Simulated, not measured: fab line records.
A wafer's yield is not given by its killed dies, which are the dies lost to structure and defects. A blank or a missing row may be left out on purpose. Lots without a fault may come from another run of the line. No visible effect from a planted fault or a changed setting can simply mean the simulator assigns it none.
The tool behind it: which one? / flow n5-finfet / 69 wafers from 23 lots sampled at 2 of the route's 1938 steps

== WHAT THE GAUGES SHOWED, per wafer ==
N5_HKMG_FIN_INSPECT_14: inspects for defects (macro). Usual: raw-defect-count reads 2.1 (standard deviation 1.6).
lot=L074; measured=day 4 02:41; on=defect-inspect-02; raw-defect-count=2 2 1; flag=
lot=L076; measured=day 4 23:32; on=defect-inspect-01; raw-defect-count=1 3 2; flag=
lot=L077; measured=day 5 04:07; on=defect-inspect-02; raw-defect-count=0 2 0; flag=
lot=L078; measured=day 5 09:45; on=defect-inspect-01; raw-defect-count=5 3 1; flag=
lot=L079; measured=day 5 13:05; on=defect-inspect-01; raw-defect-count=1 5 2; flag=
lot=L080; measured=day 5 15:49; on=defect-inspect-02; raw-defect-count=5 4 2; flag=
lot=L081; measured=day 6 00:05; on=defect-inspect-02; raw-defect-count=2 0 1; flag=
lot=L082; measured=day 6 03:53; on=defect-inspect-01; raw-defect-count=3 1 0; flag=
lot=L083; measured=day 6 08:23; on=defect-inspect-01; raw-defect-count=2 0 0; flag=
lot=L084; measured=day 6 17:07; on=defect-inspect-02; raw-defect-count=6 4 1; flag=
lot=L085; measured=day 7 05:49; on=defect-inspect-02; raw-defect-count=0 1 2; flag=
lot=L086; measured=day 7 06:38; on=defect-inspect-02; raw-defect-count=0 2 3; flag=
lot=L087; measured=day 7 12:38; on=defect-inspect-01; raw-defect-count=2 2 2; flag=
lot=L088; measured=day 7 19:58; on=defect-inspect-02; raw-defect-count=2 3 3; flag=
lot=L089; measured=day 7 21:11; on=defect-inspect-02; raw-defect-count=2 3 4; flag=
lot=L090; measured=day 8 09:13; on=defect-inspect-02; raw-defect-count=4 3 3; flag=
lot=L091; measured=day 8 13:34; on=defect-inspect-01; raw-defect-count=0 1 0; flag=
lot=L092; measured=day 8 20:38; on=defect-inspect-02; raw-defect-count=1 3 2; flag=
lot=L093; measured=day 9 01:07; on=defect-inspect-02; raw-defect-count=3 0 10; flag=
lot=L094; measured=day 9 07:04; on=defect-inspect-01; raw-defect-count=2 1 2; flag=
lot=L095; measured=day 9 09:34; on=defect-inspect-01; raw-defect-count=1 1 2; flag=
lot=L096; measured=day 9 17:26; on=defect-inspect-02; raw-defect-count=1 0 2; flag=
lot=L097; measured=day 9 20:13; on=defect-inspect-01; raw-defect-count=4 1 1; flag=

== EACH LOT AND THE TOOL THAT RAN IT (in order: tool; ch and the chambers of the sampled wafers; start) ==
lot=L074; N5_HKMG_FIN_STRIP_93=rie-diel-06 ch 1,2, day 4 00:04
lot=L076; N5_HKMG_FIN_STRIP_93=rie-diel-05 ch 0,1,2, day 4 21:03
lot=L077; N5_HKMG_FIN_STRIP_93=rie-diel-06 ch 0,1, day 5 01:28
lot=L078; N5_HKMG_FIN_STRIP_93=rie-diel-06 ch 1,3, day 5 07:15
lot=L079; N5_HKMG_FIN_STRIP_93=rie-diel-06 ch 1,2, day 5 10:19
lot=L080; N5_HKMG_FIN_STRIP_93=rie-diel-05 ch 0,1,2, day 5 13:18
lot=L081; N5_HKMG_FIN_STRIP_93=rie-diel-05 ch 0,1,2, day 5 21:37
lot=L082; N5_HKMG_FIN_STRIP_93=rie-diel-06 ch 0,1,2, day 6 01:24
lot=L083; N5_HKMG_FIN_STRIP_93=rie-diel-05 ch 0,2, day 6 05:47
lot=L084; N5_HKMG_FIN_STRIP_93=rie-diel-06 ch 0,1,3, day 6 14:36
lot=L085; N5_HKMG_FIN_STRIP_93=rie-diel-06 ch 0,2, day 7 02:59
lot=L086; N5_HKMG_FIN_STRIP_93=rie-diel-05 ch 0,1,3, day 7 04:08
lot=L087; N5_HKMG_FIN_STRIP_93=rie-diel-05 ch 1,2, day 7 09:59
lot=L088; N5_HKMG_FIN_STRIP_93=rie-diel-05 ch 0,1,3, day 7 17:29
lot=L089; N5_HKMG_FIN_STRIP_93=rie-diel-06 ch 0,2, day 7 18:34
lot=L090; N5_HKMG_FIN_STRIP_93=rie-diel-02 ch 1,2,3, day 8 06:42
lot=L091; N5_HKMG_FIN_STRIP_93=rie-diel-02 ch 0,1,3, day 8 10:56
lot=L092; N5_HKMG_FIN_STRIP_93=rie-diel-02 ch 0,2,3, day 8 18:08
lot=L093; N5_HKMG_FIN_STRIP_93=rie-diel-06 ch 0,2,3, day 8 22:19
lot=L094; N5_HKMG_FIN_STRIP_93=rie-diel-06 ch 1,2,3, day 9 04:31
lot=L095; N5_HKMG_FIN_STRIP_93=rie-diel-05 ch 1,3, day 9 07:05
lot=L096; N5_HKMG_FIN_STRIP_93=rie-diel-02 ch 1,3, day 9 14:57
lot=L097; N5_HKMG_FIN_STRIP_93=rie-diel-02 ch 1,3, day 9 17:32
- N5_HKMG_FIN_STRIP_93: strips SOC in N2/H2, time 20 s.

== WHAT THE TOOLS THEMSELVES READ (means of the sampled wafers that have a number; where no wafer has one, the mark that the record gives instead) ==
N5_HKMG_FIN_STRIP_93. Usual: drypump-motor-current-A 5.8 A, standard deviation 0.46; h2-flow-sccm 300.0 sccm, standard deviation 0.95; oes-product-au 0.79 a.u., standard deviation 0.058; rf-vpp-V 54.3 V, standard deviation 0.84; showerhead-plenum-p-Torr 3.41 Torr, standard deviation 0.073; throttle-valve-pct 19.1 %, standard deviation 0.33.
lot=L074; tool=rie-diel-06; drypump-motor-current-A (A)=5.6; h2-flow-sccm (sccm)=300.6; oes-product-au (a.u.)=0.76; rf-vpp-V (V)=54.4; showerhead-plenum-p-Torr (Torr)=3.45; throttle-valve-pct (%)=18.7; flag=
lot=L076; tool=rie-diel-05; drypump-motor-current-A (A)=5.5; h2-flow-sccm (sccm)=300.1; oes-product-au (a.u.)=0.82; rf-vpp-V (V)=53.7; showerhead-plenum-p-Torr (Torr)=3.43; throttle-valve-pct (%)=19.0; flag=
lot=L077; tool=rie-diel-06; drypump-motor-current-A (A)=5.9; h2-flow-sccm (sccm)=300.8; oes-product-au (a.u.)=0.73; rf-vpp-V (V)=54.2; showerhead-plenum-p-Torr (Torr)=3.43; throttle-valve-pct (%)=19.0; flag=
lot=L078; tool=rie-diel-06; drypump-motor-current-A (A)=5.7; h2-flow-sccm (sccm)=299.5; oes-product-au (a.u.)=0.77; rf-vpp-V (V)=54.2; showerhead-plenum-p-Torr (Torr)=3.45; throttle-valve-pct (%)=18.8; flag=
lot=L079; tool=rie-diel-06; drypump-motor-current-A (A)=5.6; h2-flow-sccm (sccm)=300.7; oes-product-au (a.u.)=0.79; rf-vpp-V (V)=54.9; showerhead-plenum-p-Torr (Torr)=3.42; throttle-valve-pct (%)=18.8; flag=
lot=L080; tool=rie-diel-05; drypump-motor-current-A (A)=5.5; h2-flow-sccm (sccm)=300.2; oes-product-au (a.u.)=0.80; rf-vpp-V (V)=55.1; showerhead-plenum-p-Torr (Torr)=3.43; throttle-valve-pct (%)=19.0; flag=
lot=L081; tool=rie-diel-05; drypump-motor-current-A (A)=5.5; h2-flow-sccm (sccm)=301.0; oes-product-au (a.u.)=0.81; rf-vpp-V (V)=54.3; showerhead-plenum-p-Torr (Torr)=3.42; throttle-valve-pct (%)=19.0; flag=
lot=L082; tool=rie-diel-06; drypump-motor-current-A (A)=5.9; h2-flow-sccm (sccm)=299.4; oes-product-au (a.u.)=0.75; rf-vpp-V (V)=54.2; showerhead-plenum-p-Torr (Torr)=3.40; throttle-valve-pct (%)=19.1; flag=
lot=L083; tool=rie-diel-05; drypump-motor-current-A (A)=5.1; h2-flow-sccm (sccm)=300.4; oes-product-au (a.u.)=0.76; rf-vpp-V (V)=55.0; showerhead-plenum-p-Torr (Torr)=3.45; throttle-valve-pct (%)=18.9; flag=
lot=L084; tool=rie-diel-06; drypump-motor-current-A (A)=5.9; h2-flow-sccm (sccm)=299.5; oes-product-au (a.u.)=0.76; rf-vpp-V (V)=53.9; showerhead-plenum-p-Torr (Torr)=3.39; throttle-valve-pct (%)=19.2; flag=
lot=L085; tool=rie-diel-06; drypump-motor-current-A (A)=5.8; h2-flow-sccm (sccm)=300.2; oes-product-au (a.u.)=0.77; rf-vpp-V (V)=53.6; showerhead-plenum-p-Torr (Torr)=3.37; throttle-valve-pct (%)=19.2; flag=
lot=L086; tool=rie-diel-05; drypump-motor-current-A (A)=5.7; h2-flow-sccm (sccm)=300.2; oes-product-au (a.u.)=0.83; rf-vpp-V (V)=54.9; showerhead-plenum-p-Torr (Torr)=3.43; throttle-valve-pct (%)=19.0; flag=
lot=L087; tool=rie-diel-05; drypump-motor-current-A (A)=5.3; h2-flow-sccm (sccm)=298.9; oes-product-au (a.u.)=0.78; rf-vpp-V (V)=53.7; showerhead-plenum-p-Torr (Torr)=3.46; throttle-valve-pct (%)=19.1; flag=
lot=L088; tool=rie-diel-05; drypump-motor-current-A (A)=5.7; h2-flow-sccm (sccm)=299.7; oes-product-au (a.u.)=0.82; rf-vpp-V (V)=53.8; showerhead-plenum-p-Torr (Torr)=3.42; throttle-valve-pct (%)=19.0; flag=
lot=L089; tool=rie-diel-06; drypump-motor-current-A (A)=5.8; h2-flow-sccm (sccm)=298.8; oes-product-au (a.u.)=0.77; rf-vpp-V (V)=54.2; showerhead-plenum-p-Torr (Torr)=3.37; throttle-valve-pct (%)=19.2; flag=
lot=L090; tool=rie-diel-02; drypump-motor-current-A (A)=5.8; h2-flow-sccm (sccm)=300.6; oes-product-au (a.u.)=0.74; rf-vpp-V (V)=53.9; showerhead-plenum-p-Torr (Torr)=3.35; throttle-valve-pct (%)=19.2; flag=
lot=L091; tool=rie-diel-02; drypump-motor-current-A (A)=6.3; h2-flow-sccm (sccm)=300.4; oes-product-au (a.u.)=0.79; rf-vpp-V (V)=54.4; showerhead-plenum-p-Torr (Torr)=3.43; throttle-valve-pct (%)=19.2; flag=
lot=L092; tool=rie-diel-02; drypump-motor-current-A (A)=5.8; h2-flow-sccm (sccm)=300.5; oes-product-au (a.u.)=0.79; rf-vpp-V (V)=55.1; showerhead-plenum-p-Torr (Torr)=3.42; throttle-valve-pct (%)=19.3; flag=
lot=L093; tool=rie-diel-06; drypump-motor-current-A (A)=5.9; h2-flow-sccm (sccm)=299.1; oes-product-au (a.u.)=0.77; rf-vpp-V (V)=54.4; showerhead-plenum-p-Torr (Torr)=3.36; throttle-valve-pct (%)=19.3; flag=
lot=L094; tool=rie-diel-06; drypump-motor-current-A (A)=5.6; h2-flow-sccm (sccm)=300.2; oes-product-au (a.u.)=0.77; rf-vpp-V (V)=54.0; showerhead-plenum-p-Torr (Torr)=3.40; throttle-valve-pct (%)=18.9; flag=
lot=L095; tool=rie-diel-05; drypump-motor-current-A (A)=5.7; h2-flow-sccm (sccm)=300.5; oes-product-au (a.u.)=0.81; rf-vpp-V (V)=54.5; showerhead-plenum-p-Torr (Torr)=3.47; throttle-valve-pct (%)=19.1; flag=
lot=L096; tool=rie-diel-02; drypump-motor-current-A (A)=6.0; h2-flow-sccm (sccm)=300.2; oes-product-au (a.u.)=0.75; rf-vpp-V (V)=54.2; showerhead-plenum-p-Torr (Torr)=3.36; throttle-valve-pct (%)=19.3; flag=
lot=L097; tool=rie-diel-02; drypump-motor-current-A (A)=6.2; h2-flow-sccm (sccm)=300.4; oes-product-au (a.u.)=0.73; rf-vpp-V (V)=54.2; showerhead-plenum-p-Torr (Torr)=3.34; throttle-valve-pct (%)=19.1; flag=

== THE ANSWER, worked out from the rows above alone ==
Rule: lot off if the mean of its wafers having a number is beyond 3 standard deviations from the usual mean. Also off: a lot with no number at a reading for which 4 or more lots have one. Any other lot the step has rows for is counted as sound. The gauges are gone through in route order, then the tools' own readings, and for those a lot's mean is taken as printed above. At the first step where some lot is off, the reading lying furthest off is the one used; lots without a number count as furthest.
No lot is off at any reading shown: from this, nothing can be told.

== WHAT WAS PUT IN BY THE SIMULATOR ==
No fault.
